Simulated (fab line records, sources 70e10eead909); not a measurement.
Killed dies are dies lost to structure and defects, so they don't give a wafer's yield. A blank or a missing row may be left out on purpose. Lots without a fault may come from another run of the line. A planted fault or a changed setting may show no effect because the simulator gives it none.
A struck lot beside a sound one | flow nand_harc | 42 steps out of a route of 1159
Sound: wafers L464.1, L464.2, L464.5. Struck: wafers L457.3, L457.5, L457.6. The cause comes at the end.
At each step with rows: each side's tool, then ch and its chambers, then its first start. Under that, the readings that differ: sound wafers | struck wafers | difference of the means | sigmas: that difference in standard deviations of wafers without a fault.
alike: readings whose means differ by less than 2 such deviations, and words and numbers that are the same on both sides. not compared: withheld readings, readings that some wafer has no value for, bounds like >300 that may hide the same value, and numbers for which the record gives no deviation and whose values overlap.
The two part at a step that has a row with sigmas, a row that says differs or no value, or rows on one side only. Numbers that don't overlap but have no deviation are shown without sigmas and don't part them. A reading that every wafer of one side lacks parts them only if that side has two wafers or more.

first, 11 steps without rows for these wafers: NHARC_P_ZERO_WELL_HARDBAKE_12 (time 65 s); NHARC_P_ZERO_WELL_DESCUM_13 (chemistry O2, time 3 s); NHARC_P_ZERO_WELL_ETCH_65 (etches the open film in N2/H2, target depth 80 nm, overetch 24 nm, time 87.88 s); NHARC_P_ZERO_WELL_ETCH_62 (etches the open film in CHF3/Ar, target depth 13 nm, time 6.5 s); NHARC_P_ZERO_WELL_ETCH_63 (etches the open film in HBr/Cl2, target depth 120 nm, time 40.1 s); NHARC_P_ZERO_WELL_STRIP_15 (strips in SPM, time 900 s); NHARC_P_ZERO_WELL_DEHYDRATE_16 (time 120 s); NHARC_P_ZERO_WELL_HMDS_17 (time 30 s); NHARC_P_ZERO_WELL_COAT_18; NHARC_P_ZERO_WELL_SOFTBAKE_19 (time 95 s); NHARC_P_ZERO_WELL_EBR_20.
NHARC_P_ZERO_WELL_EXPOSE_21: exposes mask P NWELL, target cd 720 nm.
  sound on krf_scanner-02 ch 0, day 6 14:32; struck on krf_scanner-02, day 4 20:26
  no value came back on the struck wafers for exposure_dose_mJ_cm2, focus_offset_nm (nm); on the sound wafers exposure_dose_mJ_cm2 reads 22.296 22.309 22.299
  alike: mask
then, 2 steps without rows for these wafers: NHARC_P_ZERO_WELL_PEB_22 (peb time 85 s); NHARC_P_ZERO_WELL_DEVELOP_23 (time 70 s).
NHARC_P_ZERO_WELL_CD_MEAS_24: target cd 720 nm.
  sound on cd_sem-03 ch 0, day 6 14:41; struck on cd_sem-02 ch 0, day 4 20:35
  reading    | sound             | struck | difference                    | sigmas
  cd_nm (nm) | 722.8 720.1 722.8 | - - -  | no value on the struck wafers |
then, 1 step without rows for these wafers: NHARC_P_ZERO_WELL_HARDBAKE_25 (time 80 s).
NHARC_P_ZERO_WELL_DESCUM_26: chemistry O2, time 3 s.
  sound on rie_diel-03 ch 0,2,3, day 6 14:52; struck on rie_diel-03 ch 2,3, day 4 20:44
  reading                      | sound             | struck            | difference | sigmas
  model.P_ZERO_WELL.cd_nm (nm) | 722.7 719.9 722.9 | 500.4 501.5 502.2 | -220.5     |
  alike: drypump_motor_current_A, oes_product_au, rf_vpp_V, showerhead_plenum_p_Torr, throttle_valve_pct
  not compared: rf_hours_counter_h
then, 23 steps without rows for these wafers: NHARC_P_ZERO_WELL_IMPLANT_27; NHARC_P_ZERO_WELL_IMPLANT_57; NHARC_P_ZERO_WELL_IMPLANT_58; NHARC_P_ZERO_WELL_STRIP_28 (strips in SPM, time 840 s); NHARC_P_ZERO_WELL_DEHYDRATE_29 (time 120 s); NHARC_P_ZERO_WELL_HMDS_30 (time 30 s); NHARC_P_ZERO_WELL_COAT_31; NHARC_P_ZERO_WELL_SOFTBAKE_32 (time 95 s); NHARC_P_ZERO_WELL_EBR_33; NHARC_P_ZERO_WELL_EXPOSE_34 (exposes mask P PWELL, target cd 720 nm); NHARC_P_ZERO_WELL_PEB_35 (peb time 85 s); NHARC_P_ZERO_WELL_DEVELOP_36 (time 70 s); NHARC_P_ZERO_WELL_HARDBAKE_38 (time 80 s); NHARC_P_ZERO_WELL_DESCUM_39 (chemistry O2, time 3 s); NHARC_P_ZERO_WELL_IMPLANT_40; NHARC_P_ZERO_WELL_IMPLANT_59; NHARC_P_ZERO_WELL_IMPLANT_60; NHARC_P_ZERO_WELL_STRIP_41 (strips in SPM, time 840 s); NHARC_P_ZERO_WELL_DEHYDRATE_44 (time 120 s); NHARC_P_ZERO_WELL_HMDS_45 (time 30 s); NHARC_P_ZERO_WELL_COAT_46; NHARC_P_ZERO_WELL_SOFTBAKE_47 (time 95 s); NHARC_P_ZERO_WELL_EBR_48.
NHARC_P_ZERO_WELL_INSPECT_43:
  sound on defect_inspect-02, day 6 19:46; struck on defect_inspect-01, day 5 01:33
  reading          | sound   | struck         | difference | sigmas
  raw_defect_count | 10 6 12 | 1062 1138 1104 | +1092      | +99 or more
-- the record jumps here: 17 days lie between the struck wafers' starts before and after (it left off in module P_ZERO_WELL and takes up again in module END, whose first step shown is number 1159 of the route) --
NHARC_END_SORT_01:
  the record has rows for the struck wafers here (prober-01 ch 0, day 22 03:19) and none for the sound ones

WHERE THEY PART
First at NHARC_P_ZERO_WELL_EXPOSE_21; last, within this record, at NHARC_END_SORT_01.

WHY: what the simulator had put in
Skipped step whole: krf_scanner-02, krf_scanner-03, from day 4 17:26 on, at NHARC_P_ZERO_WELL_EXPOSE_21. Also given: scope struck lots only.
